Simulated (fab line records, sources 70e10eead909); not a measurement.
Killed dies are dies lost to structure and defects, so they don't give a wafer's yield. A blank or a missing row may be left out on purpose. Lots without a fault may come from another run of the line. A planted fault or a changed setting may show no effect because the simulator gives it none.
Which tool did it? | flow nand_harc | 12 lots, 36 wafers sampled, at 1 step of a route of 1302

WHAT THE GAUGES READ, wafer by wafer
NHARC_P_BONDPAD_CD_MEAS_09: target cd 500 nm.
lot  | measured     | on        | cd_nm (nm)
L075 | day 7 00:59  | cd_sem-02 | 499.0 496.5 497.9
L077 | day 7 21:28  | cd_sem-02 | 500.4 500.3 501.6
L078 | day 8 11:25  | cd_sem-02 | 496.6 498.8 500.1
L081 | day 9 19:32  | cd_sem-01 | 499.9 500.3 503.2
L083 | day 10 11:10 | cd_sem-01 | 498.4 499.0 497.3
L085 | day 11 08:55 | cd_sem-01 | 501.1 500.4 501.2
L088 | day 12 19:41 | cd_sem-01 | 503.4 501.7 501.8
L090 | day 13 14:41 | cd_sem-01 | 500.0 502.5 499.9
L091 | day 13 18:14 | cd_sem-03 | 496.9 500.8 498.9
L093 | day 15 02:52 | cd_sem-01 | 498.6 498.1 500.3
L095 | day 15 09:01 | cd_sem-01 | 502.8 500.3 501.2
L097 | day 16 11:21 | cd_sem-01 | 498.3 499.4 499.8

WHICH TOOL RAN EACH LOT (tool, then ch and the chambers of the sampled wafers, then the start)
The record holds no process step before these readings.

THE ANSWER, worked out from the rows above alone
Rule: what is usual is taken from the lots themselves. Put in order of their means at a reading, lots are off if they are a third of the lots or fewer, leave a main group of 4 or more, and stand apart from it by a gap of 3 or more times the standard deviation of the main group's means; of several such gaps the widest counts. A main group whose means are all the same, to the digits that the tables above print for the reading, isn't used. A lot without any number at a reading at which 4 lots or more have one is off too. The other lots that the step has rows for count as sound.
No lot is off at any reading shown: from this, nothing can be told.

WHAT THE SIMULATOR HAD PUT IN
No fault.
